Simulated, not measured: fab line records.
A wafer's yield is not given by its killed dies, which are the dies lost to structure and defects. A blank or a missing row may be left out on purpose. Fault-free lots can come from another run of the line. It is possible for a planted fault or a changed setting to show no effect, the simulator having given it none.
Lot-split experiment :: flow n5 finfet :: on a route of 1938 steps: 7 lots, 21 wafers read

THE SPLIT ITSELF
At N5_BEOL_M8_EXPOSE_08 (exposes mask M8), the setting dose mj was moved away from the recipe's 68.25 on 4 of the 21 wafers read, by -6.0% to +6.1%. The other wafers ran this setting at the recipe's value.

FROM THE SPLIT TO THE READING: what the file shows between them, 19 steps
- N5_BEOL_M8_PEB_09: peb time 60 s
- N5_BEOL_M8_DEVELOP_10: develop time 30 s
- N5_BEOL_M8_CD_MEAS_11: target cd 38.5 nm
- N5_BEOL_M8_DESCUM_16: chemistry O2, time 7.9 s
- N5_BEOL_M8_ETCH_61: etches SiARC in CF4, target depth 45.5 nm, time 75.8 s
- N5_BEOL_M8_ETCH_62: etches SOC in N2/H2, target depth 110 nm, overetch 22 nm, time 165 s
- N5_BEOL_M8_STRIP_68: strips in N2/H2
- N5_BEOL_M8_STRIP_67: strips in CF4
- N5_BEOL_M8_HM_OPEN_17: chemistry Cl2/BCl3, target TiN, target depth 20 nm, overetch 6 nm
- N5_BEOL_M8_STRIP_19: strips in O2
- N5_BEOL_M8_CD_MEAS_18: pitch 80 nm, target cd 40 nm
- N5_BEOL_M8_TRENCH_ETCH_37: etches SiCOH lowk in C4F6/O2, target depth 93.478 nm, time 31.2 s (also split here: bias w)
- N5_BEOL_M8_ETCH_41: etches SiCN in CH3F/O2, target depth 31.9 nm, time 57.8 s
- N5_BEOL_M8_STRIP_80: strips in N2/H2, time 10 s
- N5_BEOL_M8_OCD_MEAS_38
- N5_BEOL_M8_HM_STRIP_39: strips TiN in peroxide tin strip, target depth 25 nm, time 158 s
- N5_BEOL_M8_SRD_40: time 30 s
- N5_BEOL_M8_PRECLEAN_42: cleans in residue remover, time 60 s
- N5_BEOL_M8_SRD_43: time 30 s

THE READING
cd nm, in nm, at N5_BEOL_M8_CD_MEAS_35 (target cd 40 nm). Typical for fault-free wafers on this fab line: 39.9 nm, with standard deviation 0.59 nm.

wafer: L074.3
tool, chamber at the split: arfi scanner-03, 0
dose mj as run: 68.25
against the recipe: recipe
cd nm, nm: 39.5
against lot-mates on the recipe: -

wafer: L074.4
tool, chamber at the split: arfi scanner-03, 0
dose mj as run: 68.25
against the recipe: recipe
cd nm, nm: 39.0
against lot-mates on the recipe: -

wafer: L074.6
tool, chamber at the split: arfi scanner-03, 0
dose mj as run: 68.25
against the recipe: recipe
cd nm, nm: 39.9
against lot-mates on the recipe: -

wafer: L076.4
tool, chamber at the split: arfi scanner-02, 0
dose mj as run: 72.38
against the recipe: +6.1%
cd nm, nm: 42.8
against lot-mates on the recipe: +2.3

wafer: L076.5
tool, chamber at the split: arfi scanner-02, 0
dose mj as run: 72.38
against the recipe: +6.1%
cd nm, nm: 42.0
against lot-mates on the recipe: +1.5

wafer: L076.6
tool, chamber at the split: arfi scanner-02, 0
dose mj as run: 68.25
against the recipe: recipe
cd nm, nm: 40.5
against lot-mates on the recipe: -

wafer: L079.3
tool, chamber at the split: arfi scanner-01, 0
dose mj as run: 68.25
against the recipe: recipe
cd nm, nm: 40.4
against lot-mates on the recipe: -

wafer: L079.5
tool, chamber at the split: arfi scanner-01, 0
dose mj as run: 68.25
against the recipe: recipe
cd nm, nm: 40.1
against lot-mates on the recipe: -

wafer: L079.6
tool, chamber at the split: arfi scanner-01, 0
dose mj as run: 68.25
against the recipe: recipe
cd nm, nm: 39.7
against lot-mates on the recipe: -

wafer: L085.1
tool, chamber at the split: arfi scanner-01, 0
dose mj as run: 68.25
against the recipe: recipe
cd nm, nm: 40.2
against lot-mates on the recipe: -

wafer: L085.2
tool, chamber at the split: arfi scanner-01, 0
dose mj as run: 64.16
against the recipe: -6.0%
cd nm, nm: 35.9
against lot-mates on the recipe: -4.1

wafer: L085.6
tool, chamber at the split: arfi scanner-01, 0
dose mj as run: 68.25
against the recipe: recipe
cd nm, nm: 39.8
against lot-mates on the recipe: -

wafer: L093.4
tool, chamber at the split: arfi scanner-03, 0
dose mj as run: 68.25
against the recipe: recipe
cd nm, nm: 39.9
against lot-mates on the recipe: -

wafer: L093.5
tool, chamber at the split: arfi scanner-03, 0
dose mj as run: 68.25
against the recipe: recipe
cd nm, nm: 39.9
against lot-mates on the recipe: -

wafer: L093.6
tool, chamber at the split: arfi scanner-03, 0
dose mj as run: 68.25
against the recipe: recipe
cd nm, nm: 40.2
against lot-mates on the recipe: -

wafer: L095.1
tool, chamber at the split: arfi scanner-03, 0
dose mj as run: 68.25
against the recipe: recipe
cd nm, nm: 41.1
against lot-mates on the recipe: -

wafer: L095.2
tool, chamber at the split: arfi scanner-03, 0
dose mj as run: 65.41
against the recipe: -4.2%
cd nm, nm: 38.4
against lot-mates on the recipe: -2.4

wafer: L095.3
tool, chamber at the split: arfi scanner-03, 0
dose mj as run: 68.25
against the recipe: recipe
cd nm, nm: 40.5
against lot-mates on the recipe: -

wafer: L096.4
tool, chamber at the split: arfi scanner-01, 0
dose mj as run: 68.25
against the recipe: recipe
cd nm, nm: 39.4
against lot-mates on the recipe: -

wafer: L096.5
tool, chamber at the split: arfi scanner-01, 0
dose mj as run: 68.25
against the recipe: recipe
cd nm, nm: 39.3
against lot-mates on the recipe: -

wafer: L096.6
tool, chamber at the split: arfi scanner-01, 0
dose mj as run: 68.25
against the recipe: recipe
cd nm, nm: 40.2
against lot-mates on the recipe: -

FIT RESULTS
A straight line over all 21 wafers: cd nm changes by +0.478 nm for each +1% of dose mj; r = +0.90; the points scatter about the line by 0.59 nm.
The same after taking each lot's own level away (the mean of its wafers on the recipe; 21 wafers): +0.458 nm for each +1%; r = +0.92; scatter 0.5 nm.
According to that fit, moving dose mj by its largest amount changes the reading by 2.8 nm.
Measured against the standard deviation above, the lots' own levels, which go from 39.47 to 40.80 nm, span 2.3 times it.
The two slopes are in agreement: the lot-to-lot level therefore moves the slope only a little.
Check: for one of the wafers moved furthest among these (+6.1%), held out of the fit, the line's prediction against its lot-mates is +2.75 nm. Against them it came out at +2.3 nm.

THE OTHER SPLITS THESE WAFERS WENT THROUGH
Before the reading, these wafers also passed through other splits. Each is held against what the fit with the lots' levels taken away leaves over:
other split on the same wafers: N5_BEOL_M8_TRENCH_ETCH_37 bias w
wafers away from the commonest value: 7
r with cd nm (lot level and that fit taken away): -0.34

THE WHOLE CHAIN: every reading that the file lists as answering this split, in the file's order
step: N5_BEOL_M8_CD_MEAS_11
what it does: target cd 38.5 nm
reading: cd nm
change (the file's fit): +0.489 nm for each +1% of the setting
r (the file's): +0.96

step: N5_BEOL_M8_ETCH_61
what it does: etches SiARC in CF4, target depth 45.5 nm, time 75.8 s
reading: BEOL_M8.cd offset nm (the simulator's own value, which no gauge read)
change (the file's fit): +0.497 nm for each +1% of the setting
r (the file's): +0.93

step: N5_BEOL_M8_HM_OPEN_17
what it does: chemistry Cl2/BCl3, target TiN, target depth 20 nm, overetch 6 nm
reading: BEOL_M8.cd offset nm (the simulator's own value, which no gauge read)
change (the file's fit): +0.506 nm for each +1% of the setting
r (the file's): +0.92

step: N5_BEOL_M8_CD_MEAS_18
what it does: pitch 80 nm, target cd 40 nm
reading: cd nm
change (the file's fit): +0.513 nm for each +1% of the setting
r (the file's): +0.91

step: N5_BEOL_M8_CD_MEAS_35
what it does: target cd 40 nm
reading: cd nm
change (the file's fit): +0.501 nm for each +1% of the setting
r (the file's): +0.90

FILE'S OWN FIT
cd nm changes by +0.501 nm for each +1% of dose mj, r = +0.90.
